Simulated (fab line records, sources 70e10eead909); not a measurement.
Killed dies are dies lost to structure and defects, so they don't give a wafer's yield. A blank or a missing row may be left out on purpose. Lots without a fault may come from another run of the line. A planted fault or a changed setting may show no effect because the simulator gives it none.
Chamber matching | flow nand_harc | NHARC_A_CHANNEL_FILL_D1_ALD_14 on ald_hk-04: 4 sister chambers
The step deposits SiO2, target thk 2.5 nm, pulse time 10 s, ald cycles 25. 4 wafers are shown with their chamber, then 12 later ones without.

WAFERS WITH THEIR CHAMBER
wafer  | chamber | heater_power_w (W)
L083.6 | 0       | 399
L084.4 | 3       | 450
L085.4 | 2       | 473
L085.6 | 1       | 431

WAFERS WITHOUT THEIR CHAMBER
wafer  | heater_power_w (W)
L086.3 | 469
L086.4 | 406
L086.6 | 460
L091.3 | 469
L091.5 | 450
L091.6 | 409
L092.1 | 414
L092.2 | 471
L092.5 | 466
L094.1 | 420
L094.2 | 462
L094.5 | 467

WHICH CHAMBER EACH WENT THROUGH
wafer  | from the rows above     | in truth
L086.3 | can't be placed: 2 or 3 | 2
L086.4 | 0                       | 0
L086.6 | can't be placed: 3 or 2 | 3
L091.3 | can't be placed: 2 or 3 | 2
L091.5 | 3                       | 3
L091.6 | can't be placed: 0 or 1 | 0
L092.1 | can't be placed: 0 or 1 | 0
L092.2 | 2                       | 2
L092.5 | can't be placed: 2 or 3 | 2
L094.1 | can't be placed: 1 or 0 | 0
L094.2 | can't be placed: 2 or 3 | 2
L094.5 | can't be placed: 2 or 3 | 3
Placed correctly: 3 of 12. Can't be placed from these rows: 9 (the true chamber is among the candidates in 9). Placed wrongly: 0.
How it was worked out, from the rows above alone: a wafer's distance from a chamber is the root of the sum, over the readings, of the square of ((its reading less the chamber's mean) divided by the reading's scatter). The wafer belongs to the nearest chamber; if the next one is less than 2 further off, it can't be placed. A chamber's mean is the mean of its shown wafers. The scatter: with one shown wafer a chamber, the root of the mean of the squares of how far each hidden wafer lies from its nearest shown one.
